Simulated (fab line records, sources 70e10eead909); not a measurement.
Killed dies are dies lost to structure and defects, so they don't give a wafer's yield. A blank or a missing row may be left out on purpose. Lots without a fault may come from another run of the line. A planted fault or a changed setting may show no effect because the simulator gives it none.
Which tool did it? | flow nand_harc | 14 lots, 42 wafers sampled, at 6 steps of a route of 1159

WHAT THE GAUGES READ, wafer by wafer
NHARC_P_GATE_INSPECT_68. Usual: raw_defect_count 221, standard deviation 84.
lot  | measured     | on                | raw_defect_count | flag
L947 | day 5 04:07  | defect_inspect-02 | 265 281 194      |
L948 | day 5 16:24  | defect_inspect-01 | 232 248 183      |
L951 | day 6 05:23  | defect_inspect-01 | 224 208 329      |
L949 | day 6 05:49  | defect_inspect-01 | 161 259 415      |
L950 | day 6 06:11  | defect_inspect-01 | 165 188 196      |
L953 | day 6 19:28  | defect_inspect-01 | 188 304 179      |
L952 | day 6 22:23  | defect_inspect-02 | 159 117 294      |
L955 | day 7 06:53  | defect_inspect-02 | 170 173 184      |
L954 | day 7 09:05  | defect_inspect-02 | 474 234 450      |
L957 | day 8 05:39  | defect_inspect-02 | 815 647 683      | OFF
L964 | day 9 14:04  | defect_inspect-02 | 460 532 471      | OFF
L966 | day 10 06:41 | defect_inspect-01 | 150 108 188      |
L968 | day 10 22:08 | defect_inspect-01 | 122 243 133      |
L970 | day 11 01:04 | defect_inspect-01 | 206 282 143      |

NHARC_P_CONTACT_CD_MEAS_12: target cd 90 nm. Usual: cd_nm 89.6 nm, standard deviation 1.
lot  | measured     | on        | cd_nm (nm)     | flag
L947 | day 5 05:44  | cd_sem-03 | 88.8 88.7 89.0 |
L948 | day 5 18:01  | cd_sem-02 | 89.7 89.6 88.3 |
L951 | day 6 06:53  | cd_sem-03 | 91.5 91.4 91.6 |
L949 | day 6 07:29  | cd_sem-02 | 90.1 88.3 89.6 |
L950 | day 6 07:47  | cd_sem-01 | 91.6 91.1 91.8 |
L953 | day 6 20:58  | cd_sem-02 | 90.1 91.4 90.7 |
L952 | day 7 00:01  | cd_sem-03 | 89.9 91.7 90.0 |
L955 | day 7 08:31  | cd_sem-01 | 89.2 88.5 89.2 |
L954 | day 7 10:44  | cd_sem-03 | 88.5 89.1 89.0 |
L957 | day 8 07:16  | cd_sem-01 | 88.4 88.6 88.8 |
L964 | day 9 15:53  | cd_sem-01 | 89.0 89.7 88.6 |
L966 | day 10 08:17 | cd_sem-03 | 91.3 90.6 91.2 |
L968 | day 10 23:45 | cd_sem-03 | 88.5 91.3 91.0 |
L970 | day 11 02:33 | cd_sem-01 | 89.5 88.2 88.4 |

NHARC_END_SORT_01. Usual: killed_at_array 28, standard deviation 11; killed_at_other 0.5, standard deviation 0.87; killed_at_periphery 2.9, standard deviation 2.2; killed_dies 32, standard deviation 11; killed_open 3.2, standard deviation 1.9; killed_short 1.8, standard deviation 1.4.
lot  | measured     | on        | killed_at_array | killed_at_other | killed_at_periphery | killed_dies | killed_open | killed_short | flag
L957 | day 21 20:40 | prober-02 | 12 14 11        | 0 0 1           | 75 53 54            | 87 67 66    | 4 5 4       | 1 3 2        | OFF
L964 | day 24 07:23 | prober-01 | 26 27 30        | 0 0 0           | 32 70 52            | 58 97 82    | 2 4 5       | 3 2 1        | OFF

WHICH TOOL RAN EACH LOT (tool, then ch and the chambers of the sampled wafers, then the start)
lot  | NHARC_P_GATE_STRIP_50               | NHARC_P_GATE_STRIP_76                | NHARC_P_CONTACT_CMP_01
L947 | wet_bench-09 ch 2,6,7, day 4 22:32  | plasma_asher-01 ch 0, day 4 23:58    | cmp-04 ch 2,3, day 5 04:54
L948 | wet_bench-06 ch 0,2,5, day 5 10:58  | plasma_asher-02 ch 0,1, day 5 12:32  | cmp-02 ch 0,1,2, day 5 17:11
L951 | wet_bench-04 ch 3,5,6, day 5 23:52  | plasma_asher-02 ch 0,1, day 6 01:25  | cmp-03 ch 0,1, day 6 06:10
L949 | wet_bench-06 ch 1,2,4, day 6 00:11  | plasma_asher-02 ch 0, day 6 01:44    | cmp-02 ch 0,1,3, day 6 06:39
L950 | wet_bench-04 ch 0,4,7, day 6 00:23  | plasma_asher-02 ch 0,1, day 6 02:04  | cmp-04 ch 0,2,3, day 6 06:58
L953 | wet_bench-04 ch 0,1,3, day 6 14:06  | plasma_asher-01 ch 0,1, day 6 15:33  | cmp-04 ch 0,1,3, day 6 20:16
L952 | wet_bench-04 ch 2,3,4, day 6 16:59  | plasma_asher-01 ch 0,1, day 6 18:28  | cmp-02 ch 0,2,3, day 6 23:12
L955 | wet_bench-04 ch 1,4,5, day 7 01:29  | plasma_asher-02 ch 0,1, day 7 02:58  | cmp-04 ch 1,2, day 7 07:40
L954 | wet_bench-04 ch 4,5,7, day 7 03:39  | plasma_asher-01 ch 0,1, day 7 05:13  | cmp-02 ch 0,2,3, day 7 09:52
L957 | wet_bench-09 ch 0,2,7, day 8 00:02  | plasma_asher-01 ch 0,1, day 8 01:40  | cmp-04 ch 0,1, day 8 06:28
L964 | wet_bench-09 ch 1,6,7, day 9 08:22  | plasma_asher-01 ch 1, day 9 09:51    | cmp-03 ch 0,1, day 9 15:01
L966 | wet_bench-06 ch 1,2,5, day 10 00:13 | plasma_asher-01 ch 0,1, day 10 01:41 | cmp-04 ch 0,2,3, day 10 07:29
L968 | wet_bench-04 ch 3,4,7, day 10 16:37 | plasma_asher-02 ch 0,1, day 10 18:05 | cmp-02 ch 0,1, day 10 22:55
L970 | wet_bench-06 ch 0,3,6, day 10 19:28 | plasma_asher-02 ch 0,1, day 10 21:01 | cmp-02 ch 1,2, day 11 01:51
- NHARC_P_GATE_STRIP_50: strips in SPM, time 900 s.
- NHARC_P_GATE_STRIP_76: strips in O2.
- NHARC_P_CONTACT_CMP_01: polishes SiO2, target thk 200 nm.

WHAT THE TOOLS THEMSELVES READ (means of the sampled wafers that have a number; where no wafer has one, the mark that the record gives instead)
NHARC_P_GATE_STRIP_76. Usual: drypump_motor_current_A 5.3 A, standard deviation 0.41; heater_power_w 341 W, standard deviation 18.
lot  | tool            | drypump_motor_current_A (A) | heater_power_w (W) | flag
L947 | plasma_asher-01 | 5.7                         | 339                |
L948 | plasma_asher-02 | 5.5                         | 338                |
L951 | plasma_asher-02 | 5.5                         | 338                |
L949 | plasma_asher-02 | 4.8                         | 361                |
L950 | plasma_asher-02 | 5.4                         | 337                |
L953 | plasma_asher-01 | 5.5                         | 342                |
L952 | plasma_asher-01 | 5.4                         | 333                |
L955 | plasma_asher-02 | 5.5                         | 339                |
L954 | plasma_asher-01 | 5.5                         | 341                |
L957 | plasma_asher-01 | 5.4                         | 330                |
L964 | plasma_asher-01 | 5.2                         | 328                |
L966 | plasma_asher-01 | 5.3                         | 332                |
L968 | plasma_asher-02 | 5.5                         | 338                |
L970 | plasma_asher-02 | 5.1                         | 358                |

NHARC_P_CONTACT_CMP_01. Usual: motor_current_A 11.6 A, standard deviation 1.2; slurry_filter_dp_kPa 13.49 kPa, standard deviation 0.15.
lot  | tool   | motor_current_A (A) | slurry_filter_dp_kPa (kPa) | flag
L947 | cmp-04 | 10.2                | 13.54                      |
L948 | cmp-02 | 11.7                | 13.32                      |
L951 | cmp-03 | 11.8                | 13.60                      |
L949 | cmp-02 | 12.1                | 13.59                      |
L950 | cmp-04 | 10.2                | 13.49                      |
L953 | cmp-04 | 10.7                | 13.50                      |
L952 | cmp-02 | 11.5                | 13.58                      |
L955 | cmp-04 | 12.0                | 13.58                      |
L954 | cmp-02 | 11.2                | 13.61                      |
L957 | cmp-04 | 10.8                | 13.60                      |
L964 | cmp-03 | 11.8                | 13.62                      |
L966 | cmp-04 | 10.4                | 13.45                      |
L968 | cmp-02 | 11.9                | 13.37                      |
L970 | cmp-02 | 11.6                | 13.53                      |

THE ANSWER, worked out from the rows above alone
Rule: a lot is off if the mean of its wafers that have a number lies more than 3 standard deviations from the usual mean. A lot without any number at a reading at which 4 lots or more have one is off too. The other lots that the step has rows for count as sound. The gauges are gone through in route order, then the tools' own readings, and for those a lot's mean is taken as printed above. The first step at which some lot is off is used, and at that step the reading that is off furthest; a lot without a number counts as furthest.
Off: L957, L964, at NHARC_P_GATE_INSPECT_68 (raw_defect_count).
A tool fits if, at a process step before that reading, it ran every lot that is off, and no sound lot after the first of them. The gauges at NHARC_P_GATE_INSPECT_68 aren't tried: what is off there is off at NHARC_END_SORT_01 too, on other tools, and a gauge's error can't cause that. One fits: wet_bench-09 at NHARC_P_GATE_STRIP_50. Its last sound lot is L947 (day 4 22:32), its first lot that is off L957 (day 8 00:02): a fault that began between those two fits.

WHAT THE SIMULATOR HAD PUT IN
Chamber particle source: wet_bench-09, from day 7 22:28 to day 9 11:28, at NHARC_P_GATE_STRIP_50. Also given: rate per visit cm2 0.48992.
Lots struck among those shown: L957, L964. The rule above found the same.
